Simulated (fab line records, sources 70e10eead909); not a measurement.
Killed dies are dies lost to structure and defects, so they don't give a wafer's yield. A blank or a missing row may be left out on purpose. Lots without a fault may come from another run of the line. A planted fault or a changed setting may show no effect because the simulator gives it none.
A struck lot beside a sound one | flow nand_harc | 39 steps out of a route of 1159
Sound: wafers L112.2, L112.4, L112.6. Struck: wafers L104.2, L104.3, L104.5. The cause comes at the end.
At each step with rows: each side's tool, then ch and its chambers, then its first start. Under that, the readings that differ: sound wafers | struck wafers | difference of the means | sigmas: that difference in standard deviations of wafers without a fault.
alike: readings whose means differ by less than 2 such deviations, and words and numbers that are the same on both sides. not compared: withheld readings, readings that some wafer has no value for, bounds like >300 that may hide the same value, and numbers for which the record gives no deviation and whose values overlap.
The two part at a step that has a row with sigmas, a row that says differs or no value, or rows on one side only. Numbers that don't overlap but have no deviation are shown without sigmas and don't part them. A reading that every wafer of one side lacks parts them only if that side has two wafers or more.

NHARC_A_STAIRCASE_ETCH_194: etches the open film in C4F8/O2, target depth 100 nm, time 40.5 s.
  sound on rie_diel-02 ch 1,2; struck on rie_diel-07 ch 0,3
  alike: oes_product_au, rf_vpp_V
  not compared: rf_hours_counter_h
then, 1 step without rows for these wafers: NHARC_A_STAIRCASE_TRIM_196 (chemistry O2, time 211.2 s).
NHARC_A_STAIRCASE_ETCH_197: etches the open film in C4F8/O2, target depth 100 nm, time 40.5 s.
  sound on rie_diel-06 ch 0,1,3; struck on rie_diel-06 ch 0,1,3
  reading               | sound             | struck            | difference | sigmas
  oes_product_au (a.u.) | 0.936 0.926 0.946 | 0.985 0.963 0.978 | +0.039     | +2
  alike: rf_vpp_V
  not compared: rf_hours_counter_h
then, 7 steps without rows for these wafers: NHARC_A_STAIRCASE_TRIM_198 (chemistry O2, time 211.2 s); NHARC_A_STAIRCASE_ETCH_199 (etches the open film in C4F8/O2, target depth 100 nm, time 40.5 s); NHARC_A_STAIRCASE_TRIM_200 (chemistry O2, time 211.2 s); NHARC_A_STAIRCASE_ETCH_201 (etches the open film in C4F8/O2, target depth 100 nm, time 40.5 s); NHARC_A_STAIRCASE_TRIM_202 (chemistry O2, time 211.2 s); NHARC_A_STAIRCASE_ETCH_203 (etches the open film in C4F8/O2, target depth 100 nm, time 40.5 s); NHARC_A_STAIRCASE_STRIP_205 (strips in O2).
NHARC_A_STAIRCASE_STRIP_206: strips in SPM, time 900 s.
  sound on wet_bench-04 ch 1,4,5, day 16 07:31; struck on wet_bench-09 ch 2,3,4, day 14 16:20
then, 12 steps without rows for these wafers: NHARC_A_STAIRCASE_PRECLEAN_207 (cleans in SC1); NHARC_A_STAIRCASE_SRD_208; NHARC_A_STAIRCASE_DEHYDRATE_209 (time 120 s); NHARC_A_STAIRCASE_HMDS_210 (time 30 s); NHARC_A_STAIRCASE_COAT_211; NHARC_A_STAIRCASE_SOFTBAKE_212 (time 170 s); NHARC_A_STAIRCASE_EBR_213; NHARC_A_STAIRCASE_EXPOSE_214 (exposes mask STAIR 3); NHARC_A_STAIRCASE_PEB_215 (peb time 130 s); NHARC_A_STAIRCASE_DEVELOP_216 (time 140 s); NHARC_A_STAIRCASE_HARDBAKE_218 (time 140 s); NHARC_A_STAIRCASE_DESCUM_219 (chemistry O2, time 3 s).
NHARC_A_STAIRCASE_TRIM_220: chemistry O2, time 211.2 s.
  sound on rie_diel-06 ch 0,2,3, day 16 08:45; struck on rie_diel-07 ch 0,3, day 14 17:35
  alike: drypump_motor_current_A, oes_product_au, rf_vpp_V, showerhead_plenum_p_Torr, throttle_valve_pct
  not compared: rf_hours_counter_h
then, 4 steps without rows for these wafers: NHARC_A_STAIRCASE_ETCH_221 (etches the open film in C4F8/O2, target depth 100 nm, time 40.5 s); NHARC_A_STAIRCASE_TRIM_222 (chemistry O2, time 211.2 s); NHARC_A_STAIRCASE_ETCH_223 (etches the open film in C4F8/O2, target depth 100 nm, time 40.5 s); NHARC_A_STAIRCASE_TRIM_224 (chemistry O2, time 211.2 s).
NHARC_A_STAIRCASE_ETCH_225: etches the open film in C4F8/O2, target depth 100 nm, time 40.5 s.
  sound on rie_diel-06 ch 0,1,2; struck on rie_diel-07 ch 0,1,2
  alike: oes_product_au, rf_vpp_V
  not compared: rf_hours_counter_h
then, 1 step without rows for these wafers: NHARC_A_STAIRCASE_TRIM_226 (chemistry O2, time 211.2 s).
NHARC_A_STAIRCASE_ETCH_227: etches the open film in C4F8/O2, target depth 100 nm, time 40.5 s.
  sound on rie_diel-06 ch 0,2; struck on rie_diel-07 ch 1,2,3
  alike: oes_product_au, rf_vpp_V
  not compared: rf_hours_counter_h
then, 7 steps without rows for these wafers: NHARC_A_STAIRCASE_TRIM_229 (chemistry O2, time 211.2 s); NHARC_A_STAIRCASE_ETCH_230 (etches the open film in C4F8/O2, target depth 100 nm, time 40.5 s); NHARC_A_STAIRCASE_TRIM_231 (chemistry O2, time 211.2 s); NHARC_A_STAIRCASE_ETCH_232 (etches the open film in C4F8/O2, target depth 100 nm, time 40.5 s); NHARC_A_STAIRCASE_TRIM_233 (chemistry O2, time 211.2 s); NHARC_A_STAIRCASE_ETCH_234 (etches the open film in C4F8/O2, target depth 100 nm, time 40.5 s); NHARC_A_STAIRCASE_TRIM_235 (chemistry O2, time 211.2 s).
-- the record jumps here: 8 days lie between the struck wafers' starts before and after (it left off in module A_STAIRCASE and takes up again in module END, whose first step shown is number 1159 of the route) --
NHARC_END_SORT_01:
  the record has rows for the struck wafers here (prober-02 ch 0, day 22 10:53) and none for the sound ones

WHERE THEY PART
First at NHARC_A_STAIRCASE_ETCH_197; last, within this record, at NHARC_END_SORT_01.

WHY: what the simulator had put in
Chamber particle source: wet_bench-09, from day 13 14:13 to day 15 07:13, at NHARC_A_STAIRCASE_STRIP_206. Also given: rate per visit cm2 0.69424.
